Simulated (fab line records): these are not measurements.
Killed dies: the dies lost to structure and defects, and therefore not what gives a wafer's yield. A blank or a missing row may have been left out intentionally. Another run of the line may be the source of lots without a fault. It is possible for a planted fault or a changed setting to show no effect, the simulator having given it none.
fab line records	flow nand-harc
record: lots: 12	wafers: 36	last-day: 34
route steps=1302 shown A_CHANNEL_FILL_D2@613 THIN_TSV@1259 END@1302
lots that met no fault: from a run of the same line without faults
start-h: the number of hours between the record's first day and the start of the first shown wafer of the lot	wait-h: hours elapsed since this lot's preceding step	" unchanged from the row above	L1.1+2: several wafers, shown together as one row	- value missing, or start not given	* or withheld: withheld	< > ~ a bound
route shown NAME@n: names a module that has steps shown in the file, with the first one's number in the route	usual: the fault-free wafers' mean and standard deviation	same: alike in all rows	chamber/n: place in a boat	sites: the reading at each site	_std_site: how widely they spread, as a standard deviation	_edge_site: mean of outer sites minus mean of inner sites	radius-mm: for every site, how far away it sits from the centre of the wafer	mask NAME#n: copy n	behind: tool/chamber where the wafer was last shaped	hold: what put the lot on hold/how long, in hours/how the hold closed	device: the n, p or np transistor that did not switch	end of line: tests of these same wafers at the route's end	where a step has no rows: the recipe by itself	killed: not the wafer's yield, but the dies lost to structure and defects at the first sort	map: a wafer's dies, x killed, . not, _ none there
set.NAME: setting as actually run; set.NAME@STEP: the setting as run at that earlier step	model.NAME: the simulator's own value behind a step, which no gauge read
the route's steps for a sample of lots (tables are steps, rows are wafers)
services: when a tool's chamber went out of use (start-h, in hours from the record's first day, below 0 if earlier), for how many hours, and the reason
== steps ==
step: NHARC_A_CHANNEL_FILL_D2_ALD_03
recipe: target-thk-a: 60	pulse-time-s: 60	ald-cycles: 58	temp-c: 630	pressure-torr: 2	material: SiNx
usual: chamber-pressure-Torr: 1.999/0.0043	precursor-pulse-height-rel: 0.998/0.02
lot.wafer	tool	chamber	start-h	wait-h	chamber-pressure-Torr	precursor-pulse-height-rel
L387.1	ald-sin-batch-02	0	333.61	-	1.998	0.996
L387.3	"	0	"	"	1.995	0.977
L387.4	"	0	"	"	2.006	1.018
L388.1	ald-sin-batch-01	0	337.68	-	1.992	1.002
L388.2	"	0	"	"	1.999	0.995
L388.4	"	0	"	"	1.997	0.997
L389.1	ald-sin-batch-01	0	337.68	-	1.995	1.016
L389.2	"	0	"	"	1.996	0.993
L389.6	"	0	"	"	1.992	0.989
L393.4	ald-sin-batch-01	0	355.71	-	1.999	0.978
L393.5	"	0	"	"	1.999	1.001
L393.6	"	0	"	"	1.999	1.006
L394.1	ald-sin-batch-01	0	370.45	-	1.998	0.991
L394.2	"	0	"	"	2.001	1.019
L394.5	"	0	"	"	1.996	0.977
L395.2	ald-sin-batch-01	0	381.29	-	2.002	1.005
L395.3	"	0	"	"	2.003	0.993
L395.5	"	0	"	"	2.002	1.036
L396.1	ald-sin-batch-01	0	401.58	-	2.001	1.006
L396.3	"	0	"	"	1.996	1.038
L396.5	"	0	"	"	1.994	0.975
L401.1	ald-sin-batch-02	0	451.32	-	2.007	1.041
L401.2	"	0	"	"	1.992	0.971
L401.4	"	0	"	"	1.999	0.979
L405.2	ald-sin-batch-01	0	496.94	-	1.998	1.011
L405.4	"	0	"	"	2.002	0.984
L405.5	"	0	"	"	1.994	0.987
L407.3	ald-sin-batch-01	0	496.94	-	2.001	1.007
L407.4	"	0	"	"	1.998	0.980
L407.5	"	0	"	"	1.997	0.956
L409.1	ald-sin-batch-03	0	530.03	-	2.004	0.989
L409.3	"	0	"	"	2.005	1.000
L409.5	"	0	"	"	2.004	0.994
L410.2	ald-sin-batch-02	0	536.15	-	1.999	0.996
L410.3	"	0	"	"	2.001	0.986
L410.6	"	0	"	"	1.997	0.994
step: NHARC_THIN_TSV_CD_MEAS_12
recipe: target-cd-nm: 1000	landing-energy-ev: 500
usual: cd-nm: 999.7/1.4
lot.wafer	tool	chamber	start-h	wait-h	cd-nm
L387.1	cd-sem-01	0	573.15	-	1000.5
L387.3	"	0	"	"	1001.1
L387.4	"	0	"	"	1000.2
L388.1	cd-sem-03	0	574.37	-	997.6
L388.2	"	0	"	"	998.3
L388.4	"	0	"	"	998.9
L389.1	cd-sem-03	0	590.05	-	1002.3
L389.2	"	0	"	"	1001.9
L389.6	"	0	"	"	1001.2
L393.4	cd-sem-01	0	616.30	-	999.8
L393.5	"	0	"	"	1001.5
L393.6	"	0	"	"	1001.8
L395.2	cd-sem-02	0	631.03	-	1000.1
L395.3	"	0	"	"	999.7
L395.5	"	0	"	"	999.8
L394.1	cd-sem-02	0	632.33	-	1001.9
L394.2	"	0	"	"	1000.4
L394.5	"	0	"	"	1003.4
L396.1	cd-sem-03	0	652.04	-	998.1
L396.3	"	0	"	"	999.2
L396.5	"	0	"	"	998.0
L401.1	cd-sem-01	0	696.88	-	999.1
L401.2	"	0	"	"	999.6
L401.4	"	0	"	"	999.6
L407.3	cd-sem-03	0	732.68	-	997.7
L407.4	"	0	"	"	997.6
L407.5	"	0	"	"	1001.4
L405.2	cd-sem-03	0	735.69	-	1001.6
L405.4	"	0	"	"	999.0
L405.5	"	0	"	"	999.0
L409.1	cd-sem-03	0	775.86	-	1003.6
L409.3	"	0	"	"	1002.6
L409.5	"	0	"	"	1000.5
L410.2	cd-sem-03	0	786.49	-	1000.6
L410.3	"	0	"	"	1000.3
L410.6	"	0	"	"	1000.9
step: NHARC_THIN_TSV_DESCUM_14
recipe: time-s: 3	o2-flow-sccm: 200	ar-flow-sccm: 0	bias-power-w: 0	chemistry: O2
usual: drypump-motor-current-A: 6.0/0.48	oes-product-au: 1.000/0.0072	rf-vpp-V: 57.9/0.85	showerhead-plenum-p-Torr: 1.92/0.078	throttle-valve-pct: 11.312/0.009
same: bias-power-w: 0
lot.wafer	tool	chamber	start-h	wait-h	drypump-motor-current-A	oes-product-au	rf-hours-counter-h	rf-vpp-V	showerhead-plenum-p-Torr	throttle-valve-pct
L387.3	rie-diel-11	2	573.31	-	5.8	1.007	7.2	56.8	1.86	11.328
L387.4	"	3	"	"	6.5	1.005	6.5	59.2	1.95	11.312
L387.1	"	0	"	"	5.2	1.002	7.0	58.6	1.95	11.294
L388.2	rie-diel-10	0	574.54	-	5.7	0.992	8.1	57.3	1.90	11.315
L388.4	"	1	"	"	5.7	1.006	7.9	59.7	2.04	11.312
L388.1	"	2	"	"	6.2	1.001	7.5	58.2	1.93	11.326
L389.1	rie-diel-10	1	590.21	-	5.7	1.004	9.5	58.8	2.04	11.310
L389.2	"	0	"	"	5.7	0.997	9.4	56.3	1.90	11.324
L389.6	"	2	"	"	6.2	1.002	-	58.4	1.93	11.301
L393.4	rie-diel-10	0	616.45	-	5.7	1.000	0.6	57.9	1.90	11.314
L393.6	"	0	"	"	5.7	0.999	-	57.6	1.89	11.303
L393.5	"	1	"	"	5.7	0.991	-	59.1	2.03	11.309
L395.3	rie-diel-11	1	631.20	-	6.7	0.997	1.0	57.3	1.90	11.303
L395.2	"	2	"	"	5.8	0.994	1.0	57.2	1.86	11.319
L395.5	"	0	"	"	5.2	1.011	-	59.3	1.95	11.321
L394.2	rie-diel-10	3	632.51	-	6.7	0.996	2.6	58.4	1.87	11.312
L394.1	"	0	"	"	5.7	1.001	2.3	58.9	1.89	11.293
L394.5	"	2	"	"	6.1	0.996	-	58.3	1.93	11.319
L396.1	rie-diel-01	2	652.21	-	5.8	0.995	3.7	57.2	1.78	11.308
L396.3	"	0	"	"	5.3	0.999	3.8	56.6	1.93	11.316
L396.5	"	0	"	"	5.3	1.007	-	58.1	1.93	11.329
L401.4	rie-diel-10	2	697.04	-	6.2	1.019	5.7	57.4	1.93	11.312
L401.1	"	3	"	"	6.7	1.001	4.9	57.5	1.86	11.314
L401.2	"	1	"	"	5.7	0.992	6.1	58.5	2.03	11.318
L407.3	rie-diel-01	0	732.84	-	5.3	1.003	7.8	58.1	1.93	11.322
L407.4	"	1	"	"	6.4	1.007	7.8	57.8	1.86	11.310
L407.5	"	0	"	"	5.3	1.002	-	57.7	1.93	11.316
L405.2	rie-diel-11	2	735.87	-	5.8	0.987	8.1	58.6	1.85	11.310
L405.4	"	3	"	"	6.5	0.991	7.9	57.6	1.95	11.300
L405.5	"	0	"	"	5.2	0.995	-	58.5	1.95	11.323
L409.3	rie-diel-01	2	776.03	-	5.8	0.987	1.6	56.4	1.78	11.321
L409.1	"	0	"	"	5.3	1.006	1.5	59.6	1.93	11.307
L409.5	"	2	"	"	5.8	0.998	-	57.4	1.78	11.315
L410.2	rie-diel-01	1	786.66	-	6.4	1.000	2.5	57.3	1.86	11.315
L410.3	"	2	"	"	5.8	1.002	2.7	58.3	1.78	11.309
L410.6	"	0	"	"	5.3	1.001	-	57.2	1.93	11.306
step: NHARC_THIN_TSV_ETCHBACK_48
recipe: target-depth-a: 10285	over-etch-frac: 0.3	time-s: 405.17	ion-energy-ev: 250	c4f8-flow-sccm: withheld	ar-flow-sccm: withheld	rf-w: 600	bias-w: 300	chemistry: C4F8/Ar
usual: oes-product-au: 0.939/0.026	rf-vpp-V: 547.0/2.9
lot.wafer	tool	chamber	start-h	wait-h	oes-product-au	rf-hours-counter-h	rf-vpp-V
L387.3	rie-diel-01	1	575.41	-	1.000	0	544.6
L387.4	"	2	"	"	0.993	0	542.4
L387.1	"	3	"	"	0.985	0	552.8
L388.4	rie-diel-10	1	576.67	-	0.929	8	551.0
L388.1	"	2	"	"	0.936	8	548.5
L388.2	"	3	"	"	0.930	8	544.8
L389.2	rie-diel-10	1	592.29	-	0.933	10	550.9
L389.1	"	0	"	"	0.921	10	546.7
L389.6	"	2	"	"	0.932	-	547.8
L393.4	rie-diel-01	0	618.60	-	0.989	2	546.5
L393.5	"	2	"	"	0.980	-	540.9
L393.6	"	3	"	"	0.981	-	553.3
L395.2	rie-diel-10	2	633.34	-	0.930	2	547.1
L395.3	"	3	"	"	0.931	3	544.2
L395.5	"	2	"	"	0.934	-	548.7
L394.1	rie-diel-11	1	634.66	-	1.003	2	546.3
L394.2	"	0	"	"	1.009	1	548.4
L394.5	"	2	"	"	0.997	-	544.5
L396.1	rie-diel-11	2	654.41	-	0.922	3	544.9
L396.3	"	3	"	"	0.933	3	548.8
L396.5	"	2	"	"	0.916	-	544.6
L401.2	rie-diel-11	1	699.11	-	0.933	5	547.5
L401.4	"	2	"	"	0.923	6	544.5
L401.1	"	3	"	"	1.002	6	549.0
L407.3	rie-diel-11	0	734.91	-	0.934	8	547.9
L407.4	"	2	"	"	0.920	8	543.8
L407.5	"	0	"	"	0.926	-	548.7
L405.2	rie-diel-10	2	737.93	-	0.933	9	546.9
L405.4	"	0	"	"	0.930	10	545.4
L405.5	"	3	"	"	0.928	-	544.4
L409.3	rie-diel-11	2	778.22	-	0.920	11	544.2
L409.1	"	0	"	"	0.920	11	549.1
L409.5	"	2	"	"	0.921	-	543.5
L410.3	rie-diel-10	2	788.76	-	1.001	0	549.0
L410.2	"	3	"	"	0.992	0	544.6
L410.6	"	2	"	"	1.002	-	547.3
step: NHARC_END_SORT_01
recipe: temp-c: 25
usual: killed-at-array: 50/18	killed-at-other: 0.8/1.1	killed-at-periphery: 4.1/2.9	killed-dies: 55/18	killed-open: 3.5/1.9	killed-short: 2.4/1.5
same: gross-dies: 677
lot.wafer	tool	chamber	start-h	wait-h	killed-at-array	killed-at-other	killed-at-periphery	killed-dies	killed-open	killed-short
L395.2	prober-02	0	647.51	2.8	145	0	3	148	5	4
L395.3	prober-02	0	648.31	3.1	137	2	3	142	1	3
L395.5	prober-02	0	649.91	3.7	142	1	3	146	7	3
L396.1	prober-02	0	670.14	2.5	128	0	2	130	4	0
L396.3	prober-02	0	671.77	3.1	137	2	8	147	4	2
L396.5	prober-02	0	673.41	3.8	148	3	2	153	1	5
L407.3	prober-02	0	748.45	3.1	40	0	6	46	3	3
L407.4	prober-02	0	749.24	3.4	30	1	4	35	2	0
L407.5	prober-02	0	750.04	3.7	27	0	2	29	1	2
killed by level:class
L395.2 A_CHANNEL_FILL_D2:unspecified=87 A_CHANNEL_HOLE_D1:chamber-film-flake=23 A_CHANNEL_HOLE_D2:chamber-film-flake=15 A_CONTACT:chamber-film-flake=6 A_STAIRCASE:chamber-film-flake=3 A_WL_FILL:chamber-film-flake=2 P_CONTACT:geometric-particle:short=1 P_M0:geometric-particle:open=1
L395.3 A_CHANNEL_FILL_D2:unspecified=82 A_CHANNEL_HOLE_D1:chamber-film-flake=26 A_CHANNEL_HOLE_D2:chamber-film-flake=11 A_CONTACT:chamber-film-flake=10 A_STAIRCASE:chamber-film-flake=4 THIN_TSV:chamber-film-flake=2 P_CONTACT:geometric-particle:open=1 P_M2:geometric-particle:short=1
L395.5 A_CHANNEL_FILL_D2:unspecified=84 A_CHANNEL_HOLE_D1:chamber-film-flake=23 A_CHANNEL_HOLE_D2:chamber-film-flake=19 A_CONTACT:chamber-film-flake=6 P_STI:geometric-particle:open=2 A_CHANNEL_FILL_D1:geometric-particle:short=2 A_ONON_D1:geometric-particle:open=1 A_CHANNEL_FILL_D1:geometric-particle:open=1
L396.1 A_CHANNEL_FILL_D2:unspecified=83 A_SLIT:chamber-film-flake=21 A_CHANNEL_HOLE_D2:chamber-film-flake=8 A_CHANNEL_HOLE_D1:chamber-film-flake=4 A_CONTACT:chamber-film-flake=4 A_STAIRCASE:chamber-film-flake=2 A_WL_FILL:chamber-film-flake=2 P_CONTACT:geometric-particle:open=1
L396.3 A_CHANNEL_FILL_D2:unspecified=83 A_SLIT:chamber-film-flake=26 A_CHANNEL_HOLE_D2:chamber-film-flake=16 P_M2:chamber-film-flake=5 A_CHANNEL_HOLE_D1:chamber-film-flake=4 P_CONTACT:geometric-particle:open=2 A_WL_FILL:chamber-film-flake=2 A_CHANNEL_HOLE_D2:geometric-particle:open=1
L396.5 A_CHANNEL_FILL_D2:unspecified=92 A_SLIT:chamber-film-flake=28 A_CHANNEL_HOLE_D2:chamber-film-flake=15 A_CONTACT:chamber-film-flake=4 THIN_TSV:chamber-film-flake=3 A_DECK1_JOINT:geometric-particle:short=2 P_GATE:geometric-particle:open=1 A_ONON_D1:geometric-particle:short=1
L407.3 A_CHANNEL_HOLE_D1:chamber-film-flake=18 P_BONDPAD:chamber-film-flake=5 A_SLIT:chamber-film-flake=5 A_CHANNEL_FILL_D2:chamber-film-flake=4 A_CHANNEL_HOLE_D2:chamber-film-flake=3 A_SGD_CUT:geometric-particle:open=2 A_STAIRCASE:chamber-film-flake=2 P_STI:geometric-particle:short=1
L407.4 A_CHANNEL_HOLE_D1:chamber-film-flake=17 A_BONDPAD:chamber-film-flake=6 A_SLIT:chamber-film-flake=3 P_BONDPAD:chamber-film-flake=3 A_SOURCE_PLATE:geometric-particle:open=1 A_ONON_D1:geometric-particle:open=1 P_GATE:chamber-film-flake=1 A_CHANNEL_HOLE_D2:chamber-film-flake=1
L407.5 A_CHANNEL_HOLE_D1:chamber-film-flake=13 A_CHANNEL_HOLE_D2:chamber-film-flake=5 A_SLIT:chamber-film-flake=4 A_ONON_D2:geometric-particle:short=2 A_STAIRCASE:chamber-film-flake=2 P_GATE:geometric-particle:open=1 P_BONDPAD:chamber-film-flake=1 A_M1:chamber-film-flake=1
== services ==
tool	chamber	start-h	hours	kind
rie-diel-11	-	331.32	0.4	repair
rie-diel-10	1	348.33	15.1	repair
rie-diel-01	3	350.63	5.5	repair
rie-diel-11	-	368.64	0.5	repair
rie-diel-01	-	380.83	9.0	pm
rie-diel-11	3	381.91	17.8	repair
rie-diel-11	0	418.81	8.0	repair
rie-diel-10	-	419.59	9.0	pm
rie-diel-11	-	432.50	9.0	pm
rie-diel-11	2	460.09	5.4	repair
ald-sin-batch-01	-	506.27	26.0	pm
rie-diel-11	1	526.70	4.2	repair
rie-diel-11	0	547.79	6.7	repair
rie-diel-10	-	596.59	9.0	pm
rie-diel-11	-	606.65	0.4	repair
rie-diel-11	-	609.50	9.0	pm
rie-diel-11	3	659.99	3.4	repair
rie-diel-10	2	665.03	3.1	repair
rie-diel-11	1	673.66	3.4	repair
rie-diel-10	3	676.25	7.9	repair
rie-diel-10	-	750.43	0.9	repair
rie-diel-10	2	765.88	7.0	repair
rie-diel-10	-	773.62	9.0	pm
rie-diel-11	-	786.50	9.0	pm
== key ==
first-sign: step: NHARC_END_SORT_01	reading: killed-at-array	direction: up	sigmas: 4.9	usual: 50	struck: 140
effect: step: NHARC_END_SORT_01	reading: killed-dies	direction: up	sigmas: 4.9	usual: 55	struck: 144
more-kills-born-at: NHARC_A_CHANNEL_FILL_D2_ALD_03@ald-sin-batch-01: 511
met-at NHARC_A_CHANNEL_FILL_D2_ALD_03
struck-lots L395,L396
tester-left-out L395,L396
not-acting-at NHARC_THIN_TSV_CD_MEAS_12,NHARC_THIN_TSV_DESCUM_14,NHARC_THIN_TSV_ETCHBACK_48
onset-between 370.45 381.29
fault: kind: chamber-particle-source	tool: ald-sin-batch-01	chamber: -	onset-h: 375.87	steps: NHARC_A_CHANNEL_FILL_D2_ALD_03	rate-per-visit-cm2: 0.89771	end-h: 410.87
tester-left-out: of these lots the tester's yield and bins aren't shown, on N5 and GAA mostly nor the transistor test; their killed dies are dies lost to structure and defects alone, not to doping, threshold or leakage, so they don't give the yield
